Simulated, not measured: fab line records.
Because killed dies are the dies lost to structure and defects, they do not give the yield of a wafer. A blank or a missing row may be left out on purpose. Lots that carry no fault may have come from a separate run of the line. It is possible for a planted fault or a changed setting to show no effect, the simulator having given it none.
fab line records ; flow nand-harc
record lots=6; wafers=18; last-day=35
route steps=1302 shown A_CHANNEL_HOLE_D2@608 A_CHANNEL_FILL_D2@610 END@1302
lots that met no fault: taken from a fault-free run of the same line
start-h: the number of hours between the record's first day and the start of the first shown wafer of the lot ; wait-h: hours since the lot's step before ; " repeats the value in the row above ; L1.1+2: one row covering several wafers at once ; - no value present, or no start provided ; * or withheld: withheld ; < > ~ a bound
route shown NAME@n: a module of which the file shows steps, and the number in the route of the first ; usual: the fault-free wafers' mean and standard deviation ; same: alike in all rows ; chamber/n: place in a boat ; sites: per-site readings ; _std_site: standard deviation across them ; _edge_site: outer sites' mean less inner sites' ; radius-mm: how far each site lies from the wafer's centre ; mask NAME#n: copy n ; behind: the last tool/chamber to shape the wafer ; hold: what put the lot on hold/how long, in hours/how the hold closed ; device: the n, p or np transistor that did not switch ; end of line: the tests these same wafers got at the end of their route ; where a step has no rows: the recipe by itself ; killed: not the wafer's yield, but the dies lost to structure and defects at the first sort ; map: dies across one wafer; x = killed, . = not, _ = none there
set.NAME: the run value of the setting; set.NAME@STEP: its run value at that earlier step ; model.NAME: the simulator's own value behind a step, which no gauge read
lots seen at some steps along the route; tables by step, rows by wafer
services: when a tool's chamber went out of use (start-h, in hours from the record's first day, below 0 if earlier), for how many hours, and the reason
## steps
# step NHARC_A_CHANNEL_HOLE_D2_XSEM_32
# recipe landing-energy-ev=35000
# usual bot-cd-nm=75.1/1.4; bow-nm=8.66/0.28; tilt-deg=0.08/0.04
# same landing-energy-ev=35000
lot.wafer;tool;chamber;start-h;wait-h;bot-cd-nm;bow-nm;tilt-deg
L872.1;xsem-02;0;310.13;0.1;74.0;9.16;0.01
L872.4;xsem-02;0;310.13;0.1;75.6;9.12;0.01
L872.6;xsem-02;0;310.13;0.1;75.3;9.12;0.01
L875.2;xsem-01;0;328.21;0.1;77.9;8.61;0.15
L875.3;xsem-01;0;328.21;0.1;75.5;8.61;0.15
L875.4;xsem-01;0;328.21;0.1;77.2;8.58;0.15
L882.1;xsem-02;0;416.72;0.1;75.9;8.52;0.06
L882.2;xsem-02;0;416.72;0.1;76.4;8.47;0.05
L882.6;xsem-02;0;416.72;0.1;75.6;8.47;0.06
L877.2;xsem-02;0;434.03;0.1;74.4;8.51;0.15
L877.4;xsem-02;0;434.03;0.1;76.1;8.46;0.15
L877.6;xsem-02;0;434.03;0.1;73.4;8.49;0.15
L893.2;xsem-01;0;521.42;0.1;73.7;8.34;0.10
L893.4;xsem-01;0;521.42;0.1;75.9;8.24;0.10
L893.6;xsem-01;0;521.42;0.1;74.2;8.31;0.09
L895.1;xsem-01;0;549.82;0.1;77.3;8.94;0.04
L895.4;xsem-01;0;549.82;0.1;74.4;8.96;0.04
L895.5;xsem-01;0;549.82;0.1;74.0;9.03;0.04
# step NHARC_A_CHANNEL_HOLE_D2_INSPECT_40
# usual raw-defect-count=271/82
lot.wafer;tool;chamber;start-h;wait-h;raw-defect-count
L872.1;defect-inspect-02;-;310.23;-;308
L872.4;defect-inspect-02;-;310.23;-;267
L872.6;defect-inspect-02;-;310.23;-;208
L875.2;defect-inspect-02;-;328.31;-;206
L875.3;defect-inspect-02;-;328.31;-;180
L875.4;defect-inspect-02;-;328.31;-;258
L882.1;defect-inspect-02;-;416.82;-;331
L882.2;defect-inspect-02;-;416.82;-;304
L882.6;defect-inspect-02;-;416.82;-;341
L877.2;defect-inspect-02;-;434.12;-;300
L877.4;defect-inspect-02;-;434.12;-;356
L877.6;defect-inspect-02;-;434.12;-;296
L893.2;defect-inspect-02;-;521.52;-;178
L893.4;defect-inspect-02;-;521.52;-;173
L893.6;defect-inspect-02;-;521.52;-;207
L895.1;defect-inspect-01;-;549.92;-;289
L895.4;defect-inspect-01;-;549.92;-;211
L895.5;defect-inspect-01;-;549.92;-;255
# step NHARC_A_CHANNEL_FILL_D2_PRECLEAN_00
# recipe time-s=*; temp-c=50; bath-age-min=0; chemistry=SC1
# step NHARC_A_CHANNEL_FILL_D2_SRD_01
# step NHARC_A_CHANNEL_FILL_D2_ALD_02
# recipe target-thk-a=60; pulse-time-s=10; ald-cycles=60; temp-c=300; material=SiO2
# usual heater-power-w=468/38; precursor-pulse-height-rel=1.003/0.02
lot.wafer;tool;chamber;start-h;wait-h;heater-power-w;precursor-pulse-height-rel
L872.1;ald-hk-04;0;310.43;-;472;1.018
L872.4;ald-hk-04;3;310.43;-;377;1.016
L872.6;ald-hk-04;0;310.43;-;477;0.987
L875.4;ald-hk-04;2;328.58;-;451;1.009
L875.2;ald-hk-04;3;328.58;-;383;1.029
L875.3;ald-hk-04;0;328.58;-;479;1.000
L882.2;ald-hk-01;1;417.09;-;477;0.963
L882.1;ald-hk-01;3;417.09;-;467;0.959
L882.6;ald-hk-01;1;417.09;-;490;0.980
L877.2;ald-hk-02;3;434.31;-;502;0.994
L877.4;ald-hk-02;1;434.31;-;510;1.010
L877.6;ald-hk-02;0;434.31;-;415;0.995
L893.4;ald-hk-01;2;522.89;-;439;1.026
L893.2;ald-hk-01;3;522.89;-;514;1.011
L893.6;ald-hk-01;2;522.89;-;429;1.002
L895.1;ald-hk-04;1;550.11;-;457;1.013
L895.4;ald-hk-04;0;550.11;-;521;0.982
L895.5;ald-hk-04;1;550.11;-;472;1.020
# step NHARC_A_CHANNEL_FILL_D2_ALD_03
# recipe target-thk-a=60; pulse-time-s=60; ald-cycles=58; temp-c=630; pressure-torr=2; material=SiNx
# usual precursor-pulse-height-rel=0.998/0.02
lot.wafer;tool;chamber;start-h;wait-h;precursor-pulse-height-rel
L872.1;ald-sin-batch-02;0;-;-;0.973
L872.4;ald-sin-batch-02;0;-;-;0.998
L872.6;ald-sin-batch-02;0;-;-;0.973
L875.2;ald-sin-batch-01;0;-;-;0.981
L875.3;ald-sin-batch-01;0;-;-;1.004
L875.4;ald-sin-batch-01;0;-;-;1.031
L882.1;ald-sin-batch-02;0;-;-;1.004
L882.2;ald-sin-batch-02;0;-;-;0.958
L882.6;ald-sin-batch-02;0;-;-;0.991
L877.2;ald-sin-batch-02;0;-;-;0.982
L877.4;ald-sin-batch-02;0;-;-;0.994
L877.6;ald-sin-batch-02;0;-;-;0.986
L893.2;ald-sin-batch-02;0;-;-;1.020
L893.4;ald-sin-batch-02;0;-;-;0.977
L893.6;ald-sin-batch-02;0;-;-;0.999
L895.1;ald-sin-batch-02;0;-;-;0.973
L895.4;ald-sin-batch-02;0;-;-;0.968
L895.5;ald-sin-batch-02;0;-;-;1.012
# step NHARC_A_CHANNEL_FILL_D2_ALD_14
# recipe target-thk-a=25; pulse-time-s=10; ald-cycles=25; temp-c=300; material=SiO2
# step NHARC_A_CHANNEL_FILL_D2_ALD_15
# recipe target-thk-a=20; pulse-time-s=60; ald-cycles=19; temp-c=630; pressure-torr=2; material=SiNx
# step NHARC_A_CHANNEL_FILL_D2_ALD_16
# recipe target-thk-a=15; pulse-time-s=10; ald-cycles=15; temp-c=300; material=SiO2
# usual heater-power-w=463/40; precursor-pulse-height-rel=0.999/0.019
lot.wafer;tool;chamber;start-h;wait-h;heater-power-w;precursor-pulse-height-rel
L872.1;ald-hk-01;2;322.70;0.1;448;1.027
L872.4;ald-hk-01;3;322.70;0.1;489;0.990
L872.6;ald-hk-01;1;322.70;0.1;495;1.021
L875.3;ald-hk-01;1;340.63;0.0;495;0.986
L875.2;ald-hk-01;2;340.63;0.0;451;1.000
L875.4;ald-hk-01;3;340.63;0.0;471;0.990
L882.2;ald-hk-04;1;429.45;0.0;478;1.022
L882.1;ald-hk-04;0;429.45;0.0;472;0.980
L882.6;ald-hk-04;1;429.45;0.0;487;0.984
L877.4;ald-hk-04;0;447.84;0.2;523;1.001
L877.2;ald-hk-04;2;447.84;0.2;468;1.002
L877.6;ald-hk-04;3;447.84;0.2;392;1.020
L893.4;ald-hk-01;0;536.17;1.2;434;1.000
L893.2;ald-hk-01;1;536.17;1.2;462;0.986
L893.6;ald-hk-01;3;536.17;1.2;525;1.018
L895.4;ald-hk-01;2;562.11;0.0;435;1.005
L895.1;ald-hk-01;1;562.11;0.0;462;1.040
L895.5;ald-hk-01;2;562.11;0.0;425;0.953
# step NHARC_A_CHANNEL_FILL_D2_ANNEAL_17
# recipe temp-c=850; time-s=1800
# step NHARC_A_CHANNEL_FILL_D2_CVD_18
# recipe target-thk-a=30; temp-c=550; material=poly-Si
# step NHARC_A_CHANNEL_FILL_D2_ETCHBACK_19
# recipe target-depth-a=50; time-s=1.7; hbr-flow-sccm=150; cl2-flow-sccm=50; rf-w=400; icp-w=400; bias-w=100; chemistry=HBr/Cl2
# step NHARC_A_CHANNEL_FILL_D2_ETCHBACK_20
# recipe target-depth-a=270; time-s=13.5; c4f8-flow-sccm=withheld; o2-flow-sccm=8; ar-flow-sccm=withheld; rf-w=600; bias-w=1500; chemistry=C4F8/O2/Ar
# usual oes-product-au=0.98/0.032; rf-vpp-V=978/5.8; run-length-s=34.7/0.41
lot.wafer;tool;chamber;start-h;wait-h;oes-product-au;rf-hours-counter-h;rf-vpp-V;run-length-s
L872.4;rie-diel-07;3;334.18;-;0.92;1;981;34.7
L872.1;rie-diel-07;0;334.18;-;0.91;1;972;34.8
L872.6;rie-diel-07;0;334.18;-;0.92;-;971;34.9
L875.2;rie-diel-04;3;352.88;-;0.99;26;981;35.2
L875.4;rie-diel-04;1;352.88;-;0.99;23;980;34.4
L875.3;rie-diel-04;2;352.88;-;0.99;22;973;34.3
L882.1;rie-diel-07;2;441.06;-;1.00;4;988;35.5
L882.2;rie-diel-07;3;441.06;-;0.97;3;982;31.0
L882.6;rie-diel-07;1;441.06;-;1.01;-;971;34.7
L877.2;rie-diel-07;3;459.71;-;0.98;4;982;31.0
L877.4;rie-diel-07;1;459.71;-;0.99;5;972;34.8
L877.6;rie-diel-07;3;459.71;-;0.98;-;982;31.1
L893.4;rie-diel-13;2;547.87;-;0.99;1;975;35.0
L893.2;rie-diel-13;0;547.87;-;0.99;1;972;34.4
L893.6;rie-diel-13;2;547.87;-;1.00;-;975;35.3
L895.1;rie-diel-13;2;574.14;-;0.99;1;976;34.6
L895.4;rie-diel-13;0;574.14;-;1.00;1;970;34.4
L895.5;rie-diel-13;2;574.14;-;1.00;-;975;34.6
# step NHARC_A_CHANNEL_FILL_D2_STRIP_28
# recipe time-s=20; o2-flow-sccm=500; ar-flow-sccm=0; bias-w=0; chemistry=O2
# usual drypump-motor-current-A=5.7/0.33; o2-flow-sccm=500.0/1.6; oes-product-au=1.000/0.012; rf-vpp-V=57.7/0.87; showerhead-plenum-p-Torr=3.52/0.14; throttle-valve-pct=17.036/0.0095
# same time-s=20
lot.wafer;tool;chamber;start-h;wait-h;drypump-motor-current-A;o2-flow-sccm;oes-product-au;rf-hours-counter-h;rf-vpp-V;showerhead-plenum-p-Torr;throttle-valve-pct
L872.4;rie-diel-07;1;334.28;0.1;5.5;500.5;1.009;1;56.9;3.36;17.035
L872.1;rie-diel-07;3;334.28;0.1;5.7;500.0;0.975;1;57.6;3.60;17.029
L872.6;rie-diel-07;1;334.28;0.1;5.5;500.5;1.010;-;57.4;3.36;17.032
L875.4;rie-diel-04;2;352.98;0.1;5.1;503.2;1.004;22;56.9;3.39;17.034
L875.3;rie-diel-04;3;352.98;0.1;6.2;501.7;1.009;26;58.3;3.60;17.041
L875.2;rie-diel-04;0;352.98;0.1;6.4;499.5;1.007;27;58.3;3.73;17.036
L882.2;rie-diel-07;1;441.14;0.1;5.5;500.7;1.010;4;57.8;3.36;17.051
L882.1;rie-diel-07;0;441.14;0.1;5.5;499.6;0.999;4;56.8;3.38;17.047
L882.6;rie-diel-07;1;441.14;0.1;5.5;500.3;1.009;-;57.7;3.36;17.023
L877.2;rie-diel-07;1;459.86;0.1;5.5;498.9;1.015;5;57.3;3.36;17.050
L877.4;rie-diel-07;2;459.86;0.1;5.2;502.3;1.008;4;59.3;3.76;17.043
L877.6;rie-diel-07;3;459.86;0.1;5.7;500.3;0.981;-;58.4;3.60;17.017
L893.4;rie-diel-13;0;547.96;0.1;5.9;499.9;0.995;1;58.0;3.36;17.041
L893.2;rie-diel-13;1;547.96;0.1;5.7;499.0;1.007;0;57.7;3.68;17.031
L893.6;rie-diel-13;2;547.96;0.1;6.1;499.7;1.008;-;58.0;3.46;17.048
L895.4;rie-diel-13;1;574.23;0.1;5.6;501.5;1.016;1;58.0;3.68;17.039
L895.1;rie-diel-13;3;574.23;0.1;5.4;497.5;0.993;2;57.6;3.42;17.039
L895.5;rie-diel-13;1;574.23;0.1;5.7;499.4;1.013;-;58.5;3.68;17.035
# step NHARC_END_SORT_01
# recipe temp-c=25
# usual killed-at-array=54/18; killed-at-other=0.9/1.2; killed-at-periphery=4.4/2.9; killed-dies=59/18; killed-open=3.2/1.8; killed-short=2.6/1.8
# same gross-dies=677
lot.wafer;tool;chamber;start-h;wait-h;killed-at-array;killed-at-other;killed-at-periphery;killed-dies;killed-open;killed-short
L872.1;prober-01;0;581.64;2.5;26;0;2;28;5;2
L872.4;prober-01;0;584.08;3.5;18;2;3;23;3;0
L872.6;prober-01;0;585.71;4.1;28;0;3;31;2;1
L882.1;prober-01;0;684.62;2.5;59;1;4;64;1;2
L882.2;prober-01;0;685.41;2.8;54;0;3;57;5;1
L882.6;prober-01;0;688.57;3.9;74;0;1;75;2;2
L877.2;prober-02;0;721.15;2.8;54;2;4;60;5;2
L877.4;prober-02;0;722.74;3.4;52;1;2;55;4;2
L877.6;prober-02;0;724.33;4.0;39;4;2;45;2;2
L893.2;prober-01;0;792.59;2.8;23;0;9;32;2;3
L893.4;prober-01;0;794.18;3.4;22;0;11;33;3;4
L893.6;prober-01;0;795.78;4.0;26;0;8;34;3;4
L895.1;prober-02;0;839.42;2.5;14;1;3;18;2;1
L895.4;prober-02;0;841.81;3.4;26;4;8;38;4;4
L895.5;prober-02;0;842.61;3.7;22;1;2;25;2;2
# killed by level:class
L872.1 A_SGD_CUT:chamber-film-flake=6 A_CONTACT:chamber-film-flake=6 A_STAIRCASE:chamber-film-flake=3 A_CHANNEL_HOLE_D2:chamber-film-flake=2 P_M2:geometric-particle:open=1 A_CHANNEL_HOLE_D1:geometric-particle:open=1 A_WL_FILL:geometric-particle:short=1 A_CHANNEL_HOLE_D2:geometric-particle:open=1
L872.4 A_CHANNEL_HOLE_D2:chamber-film-flake=4 A_SGD_CUT:chamber-film-flake=4 A_STAIRCASE:chamber-film-flake=3 A_CONTACT:chamber-film-flake=3 P_M1:geometric-particle:open=2 STARTING-WAFER:geometric-particle:open=1 P_STI:chamber-film-flake=1 A_ZERO_WELL:chamber-film-flake=1
L872.6 A_SGD_CUT:chamber-film-flake=12 A_CONTACT:chamber-film-flake=4 A_CHANNEL_HOLE_D2:chamber-film-flake=3 A_WL_FILL:chamber-film-flake=3 P_M1:chamber-film-flake=2 P_CONTACT:geometric-particle:open=1 A_ONON_D2:geometric-particle:short=1 A_CHANNEL_HOLE_D2:geometric-particle:open=1
L882.1 A_CHANNEL_HOLE_D1:chamber-film-flake=28 A_CHANNEL_HOLE_D2:chamber-film-flake=19 A_CONTACT:chamber-film-flake=4 P_STI:chamber-film-flake=2 A_SGD_CUT:chamber-film-flake=2 A_SLIT:chamber-film-flake=2 A_BLC:chamber-film-flake=2 P_STI:geometric-particle:short=1
L882.2 A_CHANNEL_HOLE_D1:chamber-film-flake=22 A_CHANNEL_HOLE_D2:chamber-film-flake=15 A_CONTACT:chamber-film-flake=7 A_SLIT:chamber-film-flake=2 A_BLC:chamber-film-flake=2 P_M1:geometric-particle:open=1 P_M2:geometric-particle:open=1 A_CHANNEL_FILL_D1:geometric-particle:open=1
L882.6 A_CHANNEL_HOLE_D1:chamber-film-flake=32 A_CHANNEL_HOLE_D2:chamber-film-flake=24 A_CONTACT:chamber-film-flake=9 A_WL_FILL:geometric-particle:short=2 A_ZERO_WELL:chamber-film-flake=2 A_SLIT:chamber-film-flake=2 P_M1:geometric-particle:open=1 A_M0:geometric-particle:open=1
L877.2 A_SLIT:chamber-film-flake=34 A_CHANNEL_HOLE_D1:chamber-film-flake=5 A_STAIRCASE:chamber-film-flake=5 A_CONTACT:chamber-film-flake=5 A_BLC:geometric-particle:open=2 THIN_TSV:chamber-film-flake=2 P_CONTACT:geometric-particle:open=1 P_M0:geometric-particle:open=1
L877.4 A_SLIT:chamber-film-flake=35 A_CHANNEL_HOLE_D1:chamber-film-flake=5 A_STAIRCASE:chamber-film-flake=4 A_CONTACT:geometric-particle:open=2 A_CONTACT:chamber-film-flake=2 P_CONTACT:geometric-particle:short=1 P_CONTACT:geometric-particle:open=1 A_CHANNEL_FILL_D2:geometric-particle:short=1
L877.6 A_SLIT:chamber-film-flake=26 A_STAIRCASE:chamber-film-flake=4 THIN_TSV:chamber-film-flake=4 A_CHANNEL_HOLE_D1:chamber-film-flake=3 P_ZERO_WELL:chamber-film-flake=2 A_ONON_D1:geometric-particle:open=1 A_ONON_D2:geometric-particle:short=1 A_SGD_CUT:geometric-particle:short=1
L893.2 A_CONTACT:chamber-film-flake=7 A_SLIT:chamber-film-flake=6 P_BONDPAD:chamber-film-flake=4 P_GATE:chamber-film-flake=3 A_STAIRCASE:chamber-film-flake=3 P_ZERO_WELL:chamber-film-flake=2 A_ONON_D1:geometric-particle:short=1 A_ONON_D1:geometric-particle:open=1
L893.4 A_SLIT:chamber-film-flake=6 P_GATE:chamber-film-flake=4 P_BONDPAD:chamber-film-flake=4 A_STAIRCASE:chamber-film-flake=4 A_CONTACT:chamber-film-flake=3 A_CHANNEL_FILL_D1:geometric-particle:short=2 P_ZERO_WELL:chamber-film-flake=2 A_WL_FILL:chamber-film-flake=2
L893.6 A_SLIT:chamber-film-flake=9 P_BONDPAD:chamber-film-flake=5 A_CONTACT:chamber-film-flake=5 A_ONON_D1:geometric-particle:open=3 A_STAIRCASE:chamber-film-flake=3 A_WL_FILL:geometric-particle:short=2 P_GATE:chamber-film-flake=2 A_ONON_D1:geometric-particle:short=1
L895.1 A_SLIT:chamber-film-flake=6 A_STAIRCASE:chamber-film-flake=3 A_ONON_D2:geometric-particle:short=1 A_SGD_CUT:geometric-particle:open=1 A_WL_FILL:geometric-particle:open=1 P_ZERO_WELL:chamber-film-flake=1 P_STI:chamber-film-flake=1 P_BONDPAD:chamber-film-flake=1
L895.4 A_SLIT:chamber-film-flake=7 A_STAIRCASE:chamber-film-flake=6 THIN_TSV:chamber-film-flake=4 P_STI:chamber-film-flake=2 P_GATE:chamber-film-flake=2 A_DECK1_JOINT:chamber-film-flake=2 A_WL_FILL:chamber-film-flake=2 P_GATE:geometric-particle:short=1
L895.5 A_SLIT:chamber-film-flake=9 A_DECK1_JOINT:chamber-film-flake=3 A_CONTACT:chamber-film-flake=3 A_STAIRCASE:chamber-film-flake=2 A_ONON_D1:geometric-particle:open=1 A_CHANNEL_FILL_D1:geometric-particle:open=1 A_CHANNEL_FILL_D2:geometric-particle:short=1 A_SGD_CUT:geometric-particle:short=1
## services
tool;chamber;start-h;hours;kind
rie-diel-07;-;294.20;9.0;pm
rie-diel-07;0;294.20;9.0;vent-cycle
ald-hk-01;-;297.85;10.0;pm
rie-diel-13;0;313.48;3.5;repair
rie-diel-04;2;337.58;9.7;repair
rie-diel-13;-;342.00;9.0;pm
rie-diel-04;-;354.94;9.0;pm
rie-diel-13;-;359.00;2.6;repair
rie-diel-07;-;363.56;1.1;repair
xsem-01;-;374.00;14.0;pm
xsem-02;-;387.57;0.5;repair
rie-diel-07;3;388.84;15.4;repair
ald-hk-04;-;432.49;10.0;pm
rie-diel-04;2;451.21;9.3;repair
rie-diel-13;3;456.75;6.3;repair
rie-diel-07;-;471.20;9.0;pm
rie-diel-13;-;489.55;0.5;repair
ald-sin-batch-01;-;506.00;26.0;pm
rie-diel-04;2;506.30;5.7;repair
xsem-02;-;518.50;1.4;repair
rie-diel-13;-;519.00;9.0;pm
rie-diel-04;-;532.13;9.0;pm
rie-diel-07;0;557.99;7.8;repair
ald-sin-batch-02;-;572.89;9.5;repair
## key
first-sign step=NHARC_A_CHANNEL_FILL_D2_ETCHBACK_20; reading=run-length-s; direction=down; sigmas=9; usual=*; struck=*
effect none on later readings
met-at NHARC_A_CHANNEL_FILL_D2_ETCHBACK_20
struck-wafers L877.2,L877.6,L882.2
tester-left-out L877,L882
onset-between 334.18 441.06
fault kind=process-parameter-drift; tool=rie-diel-07; chamber=3; onset-h=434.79; steps=NHARC_A_CHANNEL_FILL_D2_ETCHBACK_20; channel=time-s; offset=*; shape=step; end-h=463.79; acts-in=*; stated=*
# tester-left-out: of these lots the tester's yield and bins aren't shown, on N5 and GAA mostly nor the transistor test; their killed dies are dies lost to structure and defects alone, not to doping, threshold or leakage, so they don't give the yield
